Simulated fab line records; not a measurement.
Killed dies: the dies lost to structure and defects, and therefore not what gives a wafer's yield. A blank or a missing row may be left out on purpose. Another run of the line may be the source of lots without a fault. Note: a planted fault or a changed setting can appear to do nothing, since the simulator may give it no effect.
Which of the tools did it? :: flow nandHarc :: 12 lots, 36 wafers sampled, at 5 steps of a route of 1302

## WHAT THE GAUGES SHOWED, per wafer
NHARC_THIN_TSV_THK_MEAS_02: measures by ir.
lot: L112
measured: day 24 13:41
on: filmMetro-01
thkNm (nm): 2861 2983 2752

lot: L115
measured: day 24 14:53
on: filmMetro-01
thkNm (nm): 3315 3017 3179

lot: L117
measured: day 26 09:47
on: filmMetro-02
thkNm (nm): 2921 2480 3041

lot: L120
measured: day 26 10:59
on: filmMetro-01
thkNm (nm): 3088 2814 2877

lot: L118
measured: day 26 15:56
on: filmMetro-01
thkNm (nm): 2567 2921 2746

lot: L121
measured: day 27 10:52
on: filmMetro-01
thkNm (nm): 3109 3192 3096

lot: L122
measured: day 27 16:51
on: filmMetro-01
thkNm (nm): 2783 2820 2968

lot: L123
measured: day 27 22:26
on: filmMetro-01
thkNm (nm): 2606 2660 2703

lot: L124
measured: day 28 17:59
on: filmMetro-02
thkNm (nm): 2766 2793 3019

lot: L129
measured: day 31 06:01
on: filmMetro-01
thkNm (nm): 3403 3324 3218

lot: L133
measured: day 32 11:33
on: filmMetro-02
thkNm (nm): 3023 2778 3090

lot: L134
measured: day 33 03:15
on: filmMetro-01
thkNm (nm): 2743 2907 3271

NHARC_END_SORT_01.
lot: L112
measured: day 25 04:41
on: prober-01
defectLimitedYield (%): 95.7 96.2 96.6
killedAtArray: 27 25 19
killedAtOther: 0 0 0
killedAtPeriphery: 2 1 4
killedDies: 29 26 23
killedOpen: 6 4 6
killedShort: 5 4 1
sort_bin_2_pct (%): 1.8 1.0 0.6
sort_bin_3_pct (%): 0.1 0 0
sort_bin_4_pct (%): 2.4 2.8 2.8
sortNPass: 648 651 654
sortRimYieldPct (%): 97 96 92
sortYieldPct (%): 95.7 96.2 96.6

lot: L133
measured: day 33 07:14
on: prober-01
defectLimitedYield (%): 92.0 92.6 92.0
killedAtArray: 46 45 46
killedAtOther: 2 3 2
killedAtPeriphery: 6 2 6
killedDies: 54 50 54
killedOpen: 5 3 7
killedShort: 2 1 5
sort_bin_2_pct (%): 3.8 2.4 3.0
sort_bin_3_pct (%): 0.4 0.4 0.4
sort_bin_4_pct (%): 3.7 4.6 4.6
sortNPass: 623 627 623
sortRimYieldPct (%): 91 89 89
sortYieldPct (%): 92.0 92.6 92.0

## TOOL THAT RAN EACH LOT (tool first, then ch and the chambers of the sampled wafers, then the start)
lot: L112
NHARC_A_BONDPAD_DEGAS_25: pvdSputter-03, day 24 01:32
NHARC_THIN_TSV_EXPOSE_09: krfScanner-03 ch 0, day 24 14:35
NHARC_THIN_TSV_DESCUM_14: rieDiel-10 ch 2,3, day 24 14:55

lot: L115
NHARC_A_BONDPAD_DEGAS_25: pvdSputter-03, day 24 02:10
NHARC_THIN_TSV_EXPOSE_09: krfScanner-02 ch 0, day 24 15:47
NHARC_THIN_TSV_DESCUM_14: rieDiel-10 ch 2,3, day 24 16:07

lot: L117
NHARC_A_BONDPAD_DEGAS_25: pvdSputter-02, day 25 20:40
NHARC_THIN_TSV_EXPOSE_09: krfScanner-04 ch 0, day 26 10:42
NHARC_THIN_TSV_DESCUM_14: rieDiel-08 ch 0,2,3, day 26 11:02

lot: L120
NHARC_A_BONDPAD_DEGAS_25: pvdSputter-03, day 25 22:25
NHARC_THIN_TSV_EXPOSE_09: krfScanner-04 ch 0, day 26 11:44
NHARC_THIN_TSV_DESCUM_14: rieDiel-08 ch 1,2, day 26 12:04

lot: L118
NHARC_A_BONDPAD_DEGAS_25: pvdSputter-03, day 26 00:26
NHARC_THIN_TSV_EXPOSE_09: krfScanner-04 ch 0, day 26 16:42
NHARC_THIN_TSV_DESCUM_14: rieDiel-08 ch 0,1,2, day 26 17:01

lot: L121
NHARC_A_BONDPAD_DEGAS_25: pvdSputter-01, day 26 21:54
NHARC_THIN_TSV_EXPOSE_09: krfScanner-04 ch 0, day 27 11:46
NHARC_THIN_TSV_DESCUM_14: rieDiel-11 ch 2,3, day 27 12:05

lot: L122
NHARC_A_BONDPAD_DEGAS_25: pvdSputter-01, day 27 04:04
NHARC_THIN_TSV_EXPOSE_09: krfScanner-02 ch 0, day 27 17:46
NHARC_THIN_TSV_DESCUM_14: rieDiel-08 ch 1,3, day 27 18:05

lot: L123
NHARC_A_BONDPAD_DEGAS_25: pvdSputter-02, day 27 09:57
NHARC_THIN_TSV_EXPOSE_09: krfScanner-03 ch 0, day 27 23:28
NHARC_THIN_TSV_DESCUM_14: rieDiel-10 ch 2,3, day 27 23:47

lot: L124
NHARC_A_BONDPAD_DEGAS_25: pvdSputter-01, day 28 05:10
NHARC_THIN_TSV_EXPOSE_09: krfScanner-03 ch 0, day 28 18:46
NHARC_THIN_TSV_DESCUM_14: rieDiel-10 ch 0,1,3, day 28 19:05

lot: L129
NHARC_A_BONDPAD_DEGAS_25: pvdSputter-01, day 30 18:52
NHARC_THIN_TSV_EXPOSE_09: krfScanner-04 ch 0, day 31 06:58
NHARC_THIN_TSV_DESCUM_14: rieDiel-10 ch 0,1,2, day 31 07:17

lot: L133
NHARC_A_BONDPAD_DEGAS_25: pvdSputter-03, day 31 18:31
NHARC_THIN_TSV_EXPOSE_09: krfScanner-04 ch 0, day 32 12:27
NHARC_THIN_TSV_DESCUM_14: rieDiel-10 ch 0,2,3, day 32 12:46

lot: L134
NHARC_A_BONDPAD_DEGAS_25: pvdSputter-02, day 32 14:30
NHARC_THIN_TSV_EXPOSE_09: krfScanner-02 ch 0, day 33 04:10
NHARC_THIN_TSV_DESCUM_14: rieDiel-08 ch 0,1, day 33 04:28
- NHARC_A_BONDPAD_DEGAS_25: time 60 s.
- NHARC_THIN_TSV_EXPOSE_09: exposes mask TSV.
- NHARC_THIN_TSV_DESCUM_14: chemistry O2, time 3 s.

## AS READ BY THE TOOLS THEMSELVES (means over the sampled wafers that have a number; for cases with no such wafer, the mark the record gives instead)
NHARC_A_BONDPAD_DEGAS_25.
lot: L112
tool: pvdSputter-03
heaterPowerW (W): 467

lot: L115
tool: pvdSputter-03
heaterPowerW (W): 445

lot: L117
tool: pvdSputter-02
heaterPowerW (W): 470

lot: L120
tool: pvdSputter-03
heaterPowerW (W): 470

lot: L118
tool: pvdSputter-03
heaterPowerW (W): 505

lot: L121
tool: pvdSputter-01
heaterPowerW (W): 476

lot: L122
tool: pvdSputter-01
heaterPowerW (W): 457

lot: L123
tool: pvdSputter-02
heaterPowerW (W): 474

lot: L124
tool: pvdSputter-01
heaterPowerW (W): 486

lot: L129
tool: pvdSputter-01
heaterPowerW (W): 455

lot: L133
tool: pvdSputter-03
heaterPowerW (W): 458

lot: L134
tool: pvdSputter-02
heaterPowerW (W): 452

NHARC_THIN_TSV_EXPOSE_09.
lot: L112
tool: krfScanner-03
exposureDoseMJCm2: 30.707
focusOffsetNm (nm): -0.1

lot: L115
tool: krfScanner-02
exposureDoseMJCm2: 30.664
focusOffsetNm (nm): 0.2

lot: L117
tool: krfScanner-04
exposureDoseMJCm2: 30.728
focusOffsetNm (nm): 1.1

lot: L120
tool: krfScanner-04
exposureDoseMJCm2: 30.705
focusOffsetNm (nm): 0.1

lot: L118
tool: krfScanner-04
exposureDoseMJCm2: 30.667
focusOffsetNm (nm): -0.1

lot: L121
tool: krfScanner-04
exposureDoseMJCm2: 30.712
focusOffsetNm (nm): 0.4

lot: L122
tool: krfScanner-02
exposureDoseMJCm2: 30.685
focusOffsetNm (nm): -0.2

lot: L123
tool: krfScanner-03
exposureDoseMJCm2: 30.761
focusOffsetNm (nm): 0.4

lot: L124
tool: krfScanner-03
exposureDoseMJCm2: 30.701
focusOffsetNm (nm): -0.5

lot: L129
tool: krfScanner-04
exposureDoseMJCm2: 27.968
focusOffsetNm (nm): -0.6

lot: L133
tool: krfScanner-04
exposureDoseMJCm2: 28.531
focusOffsetNm (nm): 0.0

lot: L134
tool: krfScanner-02
exposureDoseMJCm2: 30.707
focusOffsetNm (nm): 1.1

NHARC_THIN_TSV_DESCUM_14.
lot: L112
tool: rieDiel-10
drypumpMotorCurrentA (A): 5.1
oesProductAu (a.u.): 0.982
rfVppV (V): 58.2
showerheadPlenumPTorr (Torr): 1.83
throttleValvePct (%): 11.315

lot: L115
tool: rieDiel-10
drypumpMotorCurrentA (A): 5.3
oesProductAu (a.u.): 0.988
rfVppV (V): 57.8
showerheadPlenumPTorr (Torr): 1.88
throttleValvePct (%): 11.309

lot: L117
tool: rieDiel-08
drypumpMotorCurrentA (A): 5.2
oesProductAu (a.u.): 1.011
rfVppV (V): 58.6
showerheadPlenumPTorr (Torr): 1.90
throttleValvePct (%): 11.317

lot: L120
tool: rieDiel-08
drypumpMotorCurrentA (A): 4.9
oesProductAu (a.u.): 1.011
rfVppV (V): 58.1
showerheadPlenumPTorr (Torr): 1.85
throttleValvePct (%): 11.309

lot: L118
tool: rieDiel-08
drypumpMotorCurrentA (A): 5.0
oesProductAu (a.u.): 1.006
rfVppV (V): 57.8
showerheadPlenumPTorr (Torr): 1.85
throttleValvePct (%): 11.309

lot: L121
tool: rieDiel-11
drypumpMotorCurrentA (A): 5.9
oesProductAu (a.u.): 1.006
rfVppV (V): 58.5
showerheadPlenumPTorr (Torr): 1.91
throttleValvePct (%): 11.311

lot: L122
tool: rieDiel-08
drypumpMotorCurrentA (A): 5.2
oesProductAu (a.u.): 1.010
rfVppV (V): 56.4
showerheadPlenumPTorr (Torr): 1.91
throttleValvePct (%): 11.315

lot: L123
tool: rieDiel-10
drypumpMotorCurrentA (A): 5.2
oesProductAu (a.u.): 1.000
rfVppV (V): 57.1
showerheadPlenumPTorr (Torr): 1.88
throttleValvePct (%): 11.308

lot: L124
tool: rieDiel-10
drypumpMotorCurrentA (A): 5.2
oesProductAu (a.u.): 1.004
rfVppV (V): 57.7
showerheadPlenumPTorr (Torr): 1.88
throttleValvePct (%): 11.319

lot: L129
tool: rieDiel-10
drypumpMotorCurrentA (A): 5.4
oesProductAu (a.u.): 1.000
rfVppV (V): 58.2
showerheadPlenumPTorr (Torr): 1.92
throttleValvePct (%): 11.311

lot: L133
tool: rieDiel-10
drypumpMotorCurrentA (A): 5.1
oesProductAu (a.u.): 1.005
rfVppV (V): 57.7
showerheadPlenumPTorr (Torr): 1.88
throttleValvePct (%): 11.309

lot: L134
tool: rieDiel-08
drypumpMotorCurrentA (A): 5.0
oesProductAu (a.u.): 1.004
rfVppV (V): 57.1
showerheadPlenumPTorr (Torr): 1.82
throttleValvePct (%): 11.314

## THE ANSWER, worked out from the rows above alone
Rule: usual is defined by the lots themselves. The widest of any qualifying gaps counts: lots, ordered by their means at a reading, are off when they make up no more than a third of the lots, leave a main group of 4 or more, and stand apart from it by 3 or more times the standard deviation of that group's means. If all means in a main group match to the digits the tables above print for the reading, that group is not used. A lot without any number at a reading at which 4 lots or more have one is off too. The other lots that the step has rows for count as sound. First the gauges in route order, then the tools' own readings, where a lot's mean is used as printed above. At the first step where some lot is off, the reading lying furthest off is the one used; lots without a number count as furthest.
Off: L129, L133, at NHARC_THIN_TSV_EXPOSE_09 (exposureDoseMJCm2). The main group: mean 30.704, standard deviation 0.027.
If a tool, at that step or one of the process steps before it, ran each lot that is off and ran no sound lot following the first of them, it fits. One fits: NHARC_THIN_TSV_EXPOSE_09 on krfScanner-04. A fault onset in the window from L121 (day 27 11:46, its last sound lot) to L129 (day 31 06:58, its first lot off) fits.
The tool's own readings at NHARC_THIN_TSV_EXPOSE_09 bear it out: on the lots that are off they differ by more than 5 times the standard deviation of the sound lots' means. exposureDoseMJCm2 reads 28.249 there against 30.704 on the sound lots.

## WHAT THE SIMULATOR HAD INSERTED
Process parameters drifting: krfScanner-04 at NHARC_THIN_TSV_EXPOSE_09, beginning at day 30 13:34. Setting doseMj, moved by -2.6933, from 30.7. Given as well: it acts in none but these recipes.
Struck lots among those shown: L129, L133. Same finding as the rule above.
